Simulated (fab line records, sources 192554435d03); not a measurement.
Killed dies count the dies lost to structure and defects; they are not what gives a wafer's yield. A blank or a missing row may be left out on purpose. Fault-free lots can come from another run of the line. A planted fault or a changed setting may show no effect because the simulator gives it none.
Which tool did it? ; flow n5_finfet ; 63 wafers from 21 lots sampled at 6 of the route's 1938 steps

== WHAT EACH GAUGE READ, for each wafer ==
N5_BEOL_M8_CD_MEAS_35: the cd target is 40 nm.
lot;measured;on;cd_nm (nm)
L075;day 10 14:05;cd_sem-01;40.8 39.8 40.9
L074;day 11 00:39;cd_sem-03;40.4 41.7 39.9
L076;day 11 04:38;cd_sem-01;41.5 40.6 40.6
L079;day 11 22:02;cd_sem-02;39.8 40.1 39.9
L078;day 12 01:37;cd_sem-02;39.3 38.3 37.9
L083;day 13 07:39;cd_sem-01;39.1 39.2 40.0
L084;day 13 18:08;cd_sem-03;39.9 39.8 40.0
L082;day 13 18:14;cd_sem-01;39.4 38.5 39.0
L085;day 13 18:32;cd_sem-03;38.7 40.0 39.1
L086;day 13 21:14;cd_sem-01;39.6 39.6 39.1
L087;day 14 01:02;cd_sem-03;41.4 40.2 40.3
L088;day 14 15:22;cd_sem-02;40.1 39.5 39.9
L090;day 14 22:10;cd_sem-03;39.0 39.3 38.6
L089;day 14 22:27;cd_sem-01;40.0 39.4 40.7
L091;day 15 01:58;cd_sem-03;39.9 39.4 41.6
L093;day 15 11:34;cd_sem-03;38.9 40.5 39.2
L092;day 15 13:06;cd_sem-02;41.3 40.0 40.8
L097;day 15 22:40;cd_sem-03;39.6 40.2 40.5
L094;day 16 05:11;cd_sem-01;38.9 38.7 39.7
L095;day 16 10:04;cd_sem-01;39.7 40.4 41.7
L096;day 16 15:32;cd_sem-03;41.1 39.6 40.3

== EACH LOT AND THE TOOL THAT RAN IT (in order: tool; ch and the chambers of the sampled wafers; start) ==
lot;N5_BEOL_M8_CURE_74;N5_BEOL_M8_DESCUM_16;N5_BEOL_M8_ETCH_65;N5_BEOL_M8_TRENCH_ETCH_37;N5_BEOL_M8_STRIP_80
L075;uv_cure-01 ch 2, day 10 10:00;rie_diel-03 ch 0,3, day 10 11:44;rie_diel-05 ch 0,1,2, day 10 13:33;rie_diel-05 ch 0,1,2, day 10 14:05 or earlier;rie_diel-05 ch 0,1,2, day 10 14:05 or earlier
L074;uv_cure-03 ch 1, day 10 20:13;rie_diel-05 ch 0,3, day 10 22:27;rie_diel-02 ch 0,3, day 11 00:07;rie_diel-02 ch 0,3, day 11 00:39 or earlier;rie_diel-02 ch 0,3, day 11 00:39 or earlier
L076;uv_cure-01 ch 1, day 10 20:49;rie_diel-05 ch 2,3, day 10 23:43;rie_diel-02 ch 2,3, day 11 04:06;rie_diel-02 ch 2,3, day 11 04:38 or earlier;rie_diel-02 ch 2,3, day 11 04:38 or earlier
L079;uv_cure-03 ch 0, day 11 17:31;rie_diel-02 ch 0,2,3, day 11 19:39;rie_diel-05 ch 0,1,2, day 11 21:31;rie_diel-05 ch 0,1,2, day 11 22:02 or earlier;rie_diel-05 ch 0,1,2, day 11 22:02 or earlier
L078;uv_cure-03 ch 0, day 11 20:49;rie_diel-03 ch 0,1, day 11 22:55;rie_diel-03 ch 0,2,3, day 12 01:05;rie_diel-03 ch 0,2,3, day 12 01:37 or earlier;rie_diel-03 ch 0,2,3, day 12 01:37 or earlier
L083;uv_cure-01 ch 0, day 13 03:08;rie_diel-05 ch 0,3, day 13 05:04;rie_diel-03 ch 0,1,2, day 13 07:07;rie_diel-03 ch 0,1,2, day 13 07:39 or earlier;rie_diel-03 ch 0,1,2, day 13 07:39 or earlier
L084;uv_cure-03 ch 2, day 13 11:07;rie_diel-02 ch 1,2, day 13 14:50;rie_diel-03 ch 0,1,2, day 13 17:37;rie_diel-03 ch 0,1,2, day 13 18:08 or earlier;rie_diel-03 ch 0,1,2, day 13 18:08 or earlier
L082;uv_cure-01 ch 0, day 13 11:38;rie_diel-05 ch 0,1,3, day 13 14:52;rie_diel-05 ch 0,2,3, day 13 17:41;rie_diel-05 ch 0,2,3, day 13 18:14 or earlier;rie_diel-05 ch 0,2,3, day 13 18:14 or earlier
L085;uv_cure-03 ch 2, day 13 14:04;rie_diel-03 ch 0,1,2, day 13 15:35;rie_diel-03 ch 1,2, day 13 18:01;rie_diel-03 ch 1,2, day 13 18:32 or earlier;rie_diel-03 ch 1,2, day 13 18:32 or earlier
L086;uv_cure-01 ch 0, day 13 16:24;rie_diel-02 ch 0,2,3, day 13 18:58;rie_diel-05 ch 1,2,3, day 13 20:43;rie_diel-05 ch 1,2,3, day 13 21:14 or earlier;rie_diel-05 ch 1,2,3, day 13 21:14 or earlier
L087;uv_cure-02 ch 2, day 13 20:41;rie_diel-05 ch 0,1,2, day 13 22:48;rie_diel-03 ch 2,3, day 14 00:31;rie_diel-03 ch 2,3, day 14 01:02 or earlier;rie_diel-03 ch 2,3, day 14 01:02 or earlier
L088;uv_cure-03 ch 0, day 14 11:50;rie_diel-02 ch 0,2, day 14 13:13;rie_diel-05 ch 0,1, day 14 14:50;rie_diel-05 ch 0,1, day 14 15:22 or earlier;rie_diel-05 ch 0,1, day 14 15:22 or earlier
L090;uv_cure-02 ch 0, day 14 17:56;rie_diel-03 ch 0,1,3, day 14 19:55;rie_diel-05 ch 0,1,2, day 14 21:38;rie_diel-05 ch 0,1,2, day 14 22:10 or earlier;rie_diel-05 ch 0,1,2, day 14 22:10 or earlier
L089;uv_cure-01 ch 2, day 14 18:24;rie_diel-03 ch 0,1,2, day 14 20:24;rie_diel-02 ch 0,1,2, day 14 21:55;rie_diel-02 ch 0,1,2, day 14 22:27 or earlier;rie_diel-02 ch 0,1,2, day 14 22:27 or earlier
L091;uv_cure-01 ch 2, day 14 20:02;rie_diel-03 ch 0,1,2, day 14 22:37;rie_diel-05 ch 1,2,3, day 15 01:26;rie_diel-05 ch 1,2,3, day 15 01:58 or earlier;rie_diel-05 ch 1,2,3, day 15 01:58 or earlier
L093;uv_cure-02 ch 0, day 15 05:57;rie_diel-02 ch 0,1,3, day 15 07:49;rie_diel-02 ch 0,1,3, day 15 11:02;rie_diel-02 ch 0,1,3, day 15 11:34 or earlier;rie_diel-02 ch 0,1,3, day 15 11:34 or earlier
L092;uv_cure-03 ch 2, day 15 06:38;rie_diel-03 ch 1,2,3, day 15 11:25;rie_diel-02 ch 1,3, day 15 12:34;rie_diel-02 ch 1,3, day 15 13:06 or earlier;rie_diel-02 ch 1,3, day 15 13:06 or earlier
L097;uv_cure-02 ch 2, day 15 14:15;rie_diel-02 ch 1,3, day 15 17:29;rie_diel-03 ch 1,2,3, day 15 22:08;rie_diel-03 ch 1,2,3, day 15 22:40 or earlier;rie_diel-03 ch 1,2,3, day 15 22:40 or earlier
L094;uv_cure-02 ch 0, day 16 01:40;rie_diel-02 ch 1,2,3, day 16 03:19;rie_diel-03 ch 0,1,2, day 16 04:38;rie_diel-03 ch 0,1,2, day 16 05:11 or earlier;rie_diel-03 ch 0,1,2, day 16 05:11 or earlier
L095;uv_cure-03 ch 1, day 16 04:26;rie_diel-02 ch 0,1,3, day 16 06:35;rie_diel-05 ch 0,2,3, day 16 09:32;rie_diel-05 ch 0,2,3, day 16 10:04 or earlier;rie_diel-05 ch 0,2,3, day 16 10:04 or earlier
L096;uv_cure-03 ch 1, day 16 08:46;rie_diel-05 ch 0,1,3, day 16 11:08;rie_diel-05 ch 0,1,3, day 16 14:59;rie_diel-05 ch 0,1,3, day 16 15:32 or earlier;rie_diel-05 ch 0,1,3, day 16 15:32 or earlier
- N5_BEOL_M8_CURE_74: cures SiCOH lowk, time 240 s.
- N5_BEOL_M8_DESCUM_16: chemistry O2, time 7.9 s.
- N5_BEOL_M8_ETCH_65: etches SiARC in CF4, target depth 15.6 nm, time 26 s.
- N5_BEOL_M8_TRENCH_ETCH_37: etches SiCOH lowk in C4F6/O2, target depth 93.478 nm, time 31.2 s.
- N5_BEOL_M8_STRIP_80: strips in N2/H2, time 10 s.

== AS READ BY THE TOOLS THEMSELVES (means over the sampled wafers that have a number; for cases with no such wafer, the mark the record gives instead) ==
N5_BEOL_M8_CURE_74.
lot;tool;lamp_power_pct (%);wafer_temp_C_max
L075;uv_cure-01;52.28;386.1
L074;uv_cure-03;52.32;386.5
L076;uv_cure-01;52.28;386.6
L079;uv_cure-03;52.35;387.0
L078;uv_cure-03;52.33;387.0
L083;uv_cure-01;52.33;387.2
L084;uv_cure-03;52.33;386.6
L082;uv_cure-01;52.32;386.9
L085;uv_cure-03;52.32;386.6
L086;uv_cure-01;52.31;387.0
L087;uv_cure-02;52.32;387.0
L088;uv_cure-03;52.31;386.7
L090;uv_cure-02;52.32;386.2
L089;uv_cure-01;52.35;386.6
L091;uv_cure-01;52.35;386.3
L093;uv_cure-02;52.30;386.1
L092;uv_cure-03;52.24;386.6
L097;uv_cure-02;52.29;387.8
L094;uv_cure-02;52.31;386.5
L095;uv_cure-03;52.30;386.7
L096;uv_cure-03;52.31;386.7

N5_BEOL_M8_DESCUM_16.
lot;tool;drypump_motor_current_A (A);oes_product_au (a.u.);rf_vpp_V (V);showerhead_plenum_p_Torr (Torr);throttle_valve_pct (%)
L075;rie_diel-03;5.8;0.83;243.5;2.11;20.61
L074;rie_diel-05;5.5;0.70;243.0;2.16;20.68
L076;rie_diel-05;6.2;0.79;242.2;2.10;20.73
L079;rie_diel-02;5.8;0.77;243.2;2.13;20.58
L078;rie_diel-03;5.5;0.79;243.0;2.10;20.64
L083;rie_diel-05;5.5;0.69;243.2;2.16;20.69
L084;rie_diel-02;5.5;0.78;244.0;2.16;20.39
L082;rie_diel-05;5.7;0.73;243.1;2.10;20.53
L085;rie_diel-03;5.4;0.82;242.7;2.11;20.43
L086;rie_diel-02;5.8;0.75;244.0;2.13;20.61
L087;rie_diel-05;6.1;0.76;242.6;2.06;20.50
L088;rie_diel-02;5.7;0.78;244.4;2.19;20.48
L090;rie_diel-03;5.6;0.81;242.4;2.11;20.62
L089;rie_diel-03;5.4;0.80;243.1;2.10;20.43
L091;rie_diel-03;5.4;0.81;243.3;2.10;20.43
L093;rie_diel-02;5.8;0.86;244.7;2.20;20.46
L092;rie_diel-03;5.5;0.85;243.9;2.12;20.39
L097;rie_diel-02;5.5;0.84;243.9;2.16;20.40
L094;rie_diel-02;5.5;0.82;244.5;2.18;20.42
L095;rie_diel-02;5.8;0.84;243.8;2.19;20.48
L096;rie_diel-05;5.7;0.90;243.3;2.10;20.30

N5_BEOL_M8_ETCH_65.
lot;tool;drypump_motor_current_A (A);etch_rf_on_time_s (s);mfc_ar_sccm (sccm);oes_product_au (a.u.);rf_vpp_V (V);showerhead_plenum_p_Torr (Torr);throttle_valve_pct (%)
L075;rie_diel-05;6.0;25.8;100.10;0.68;184.4;2.12;15.60
L074;rie_diel-02;6.0;25.6;100.22;0.69;185.5;2.16;15.54
L076;rie_diel-02;5.5;25.3;100.19;0.65;183.8;2.15;15.63
L079;rie_diel-05;6.1;25.5;99.92;0.67;184.0;2.11;15.63
L078;rie_diel-03;5.5;26.2;100.25;0.68;184.8;2.16;15.63
L083;rie_diel-03;5.4;26.3;99.86;0.69;183.5;2.16;15.60
L084;rie_diel-03;5.4;26.2;99.50;0.69;183.4;2.16;15.61
L082;rie_diel-05;5.9;26.8;100.04;0.62;184.2;2.16;15.81
L085;rie_diel-03;5.3;26.1;99.80;0.74;185.1;2.18;15.52
L086;rie_diel-05;6.0;26.8;100.08;0.65;183.3;2.12;15.79
L087;rie_diel-03;5.7;26.0;100.06;0.71;184.4;2.18;15.61
L088;rie_diel-05;5.8;25.3;100.16;0.63;183.6;2.14;15.64
L090;rie_diel-05;6.0;25.6;100.04;0.65;183.7;2.10;15.69
L089;rie_diel-02;5.7;24.7;100.19;0.69;184.4;2.19;15.49
L091;rie_diel-05;6.0;25.5;99.62;0.73;185.1;2.12;15.64
L093;rie_diel-02;5.8;24.6;99.99;0.74;184.8;2.21;15.45
L092;rie_diel-02;5.5;24.6;99.70;0.74;185.2;2.20;15.43
L097;rie_diel-03;5.5;26.2;99.97;0.71;183.7;2.18;15.60
L094;rie_diel-03;5.4;26.1;99.98;0.66;184.8;2.16;15.66
L095;rie_diel-05;5.9;25.8;100.14;0.77;184.7;2.15;15.52
L096;rie_diel-05;5.7;25.3;99.84;0.77;184.3;2.15;15.47

N5_BEOL_M8_TRENCH_ETCH_37.
lot;tool;O2_flow_sccm (sccm);drypump_motor_current_A (A);mfc_ar_sccm (sccm);oes_product_au (a.u.);rf_vpp_V (V);showerhead_plenum_p_Torr (Torr);throttle_valve_pct (%)
L075;rie_diel-05;9.99;6.1;300.1;0.79;664;2.81;20.92
L074;rie_diel-02;10.02;6.1;299.6;0.81;676;2.88;20.85
L076;rie_diel-02;9.99;5.5;299.7;0.76;659;2.87;21.00
L079;rie_diel-05;9.98;6.1;300.4;0.78;663;2.81;20.94
L078;rie_diel-03;10.00;5.5;299.3;0.80;682;2.88;21.02
L083;rie_diel-03;10.00;5.4;299.7;0.81;684;2.88;20.98
L084;rie_diel-03;10.02;5.4;299.9;0.81;683;2.88;20.99
L082;rie_diel-05;10.01;5.9;299.4;0.72;674;2.87;21.10
L085;rie_diel-03;10.01;5.4;299.5;0.88;674;2.90;20.87
L086;rie_diel-05;10.02;6.0;299.2;0.76;679;2.82;21.11
L087;rie_diel-03;9.99;5.7;300.1;0.84;672;2.89;20.98
L088;rie_diel-05;10.02;5.8;299.7;0.73;661;2.84;20.88
L090;rie_diel-05;10.00;6.1;300.1;0.76;663;2.80;20.97
L089;rie_diel-02;10.01;5.7;299.8;0.80;661;2.91;20.74
L091;rie_diel-05;10.00;6.0;299.6;0.86;678;2.81;20.98
L093;rie_diel-02;9.97;5.8;300.5;0.86;676;2.94;20.76
L092;rie_diel-02;9.99;5.5;299.8;0.85;673;2.91;20.75
L097;rie_diel-03;9.99;5.5;299.3;0.84;672;2.89;20.95
L094;rie_diel-03;10.00;5.4;300.5;0.77;682;2.87;21.01
L095;rie_diel-05;9.99;5.9;300.9;0.91;673;2.86;20.88
L096;rie_diel-05;10.01;5.7;299.6;0.91;676;2.85;20.81

N5_BEOL_M8_STRIP_80.
lot;tool;drypump_motor_current_A (A);oes_product_au (a.u.);rf_vpp_V (V);showerhead_plenum_p_Torr (Torr);throttle_valve_pct (%)
L075;rie_diel-05;6.1;0.79;59.4;2.52;23.79
L074;rie_diel-02;6.0;0.80;59.5;2.58;23.62
L076;rie_diel-02;5.5;0.76;59.6;2.57;23.99
L079;rie_diel-05;6.1;0.77;58.6;2.51;23.81
L078;rie_diel-03;5.5;0.81;59.6;2.55;23.64
L083;rie_diel-03;5.4;0.81;58.6;2.56;23.62
L084;rie_diel-03;5.4;0.81;59.7;2.56;23.63
L082;rie_diel-05;5.9;0.72;59.6;2.57;23.87
L085;rie_diel-03;5.4;0.89;59.2;2.59;23.54
L086;rie_diel-05;6.0;0.76;59.0;2.51;23.79
L087;rie_diel-03;5.7;0.85;59.0;2.58;23.58
L088;rie_diel-05;5.7;0.71;59.1;2.56;23.90
L090;rie_diel-05;6.1;0.76;59.0;2.50;23.84
L089;rie_diel-02;5.7;0.79;58.6;2.62;23.57
L091;rie_diel-05;6.0;0.86;59.4;2.50;23.65
L093;rie_diel-02;5.8;0.86;59.2;2.64;23.68
L092;rie_diel-02;5.5;0.85;58.3;2.61;23.79
L097;rie_diel-03;5.5;0.85;59.4;2.58;23.59
L094;rie_diel-03;5.4;0.79;58.5;2.55;23.66
L095;rie_diel-05;5.9;0.91;60.0;2.56;23.67
L096;rie_diel-05;5.7;0.90;59.1;2.56;23.67

== THE ANSWER, worked out from the rows above alone ==
Rule: the usual values come from the lots themselves. Put in order of their means at a reading, lots are off if they are a third of the lots or fewer, leave a main group of 4 or more, and stand apart from it by a gap of 3 or more times the standard deviation of the main group's means; of several such gaps the widest counts. The tables above print the reading to a certain number of digits; a main group whose means all agree to those digits is not used. Also off: a lot with no number at a reading for which 4 or more lots have one. Where the step has rows for the other lots, those lots are counted as sound. After the gauges, taken in route order, come the tools' own readings; for these a lot's mean is taken, as printed above. The first step at which some lot is off is used, and at that step the reading that is off furthest; a lot without a number counts as furthest.
None of the lots is off at any reading shown; this tells nothing.

== WHAT WAS PUT IN BY THE SIMULATOR ==
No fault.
